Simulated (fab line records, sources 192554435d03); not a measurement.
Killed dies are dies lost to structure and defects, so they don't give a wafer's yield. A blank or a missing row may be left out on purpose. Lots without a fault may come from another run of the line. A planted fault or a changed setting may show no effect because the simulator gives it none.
Chamber matching | flow n5_finfet | N5_BEOL_M1_ETCH_69 on rie_diel-06: 4 sister chambers
The step etches SiARC in CF4, target depth 15.6 nm, time 26 s. 8 wafers are shown with their chamber, then 7 later ones without.

WAFERS WITH THEIR CHAMBER
wafer  | chamber | throttle_valve_pct (%) | drypump_motor_current_A (A)
L075.5 | 2       | 15.59                  | 5.8
L075.6 | 3       | 15.86                  | 5.8
L078.6 | 1       | 15.59                  | 5.4
L079.1 | 3       | 15.88                  | 5.8
L079.4 | 0       | 15.17                  | 5.5
L079.6 | 0       | 15.18                  | 5.5
L081.2 | 1       | 15.61                  | 5.4
L081.3 | 2       | 15.61                  | 5.9

WAFERS WITHOUT THEIR CHAMBER
wafer  | throttle_valve_pct (%) | drypump_motor_current_A (A)
L081.4 | 15.20                  | 5.5
L083.2 | 15.20                  | 5.5
L083.5 | 15.88                  | 5.8
L083.6 | 15.21                  | 5.5
L093.3 | 15.64                  | 5.4
L093.4 | 15.23                  | 5.5
L093.6 | 15.67                  | 5.4

WHICH CHAMBER EACH WENT THROUGH
wafer  | from the rows above | in truth
L081.4 | 0                   | 0
L083.2 | 0                   | 0
L083.5 | 3                   | 3
L083.6 | 0                   | 0
L093.3 | 1                   | 1
L093.4 | 0                   | 0
L093.6 | 1                   | 1
Placed correctly: 7 of 7. Can't be placed from these rows: 0. Placed wrongly: 0.
How it was worked out, from the rows above alone: a wafer's distance from a chamber is the root of the sum, over the readings, of the square of ((its reading less the chamber's mean) divided by the reading's scatter). The wafer belongs to the nearest chamber; if the next one is less than 2 further off, it can't be placed. A chamber's mean is the mean of its shown wafers. The scatter: the root of (the sum of the squares of (reading less its chamber's mean) over the shown wafers, divided by (wafers less chambers)).
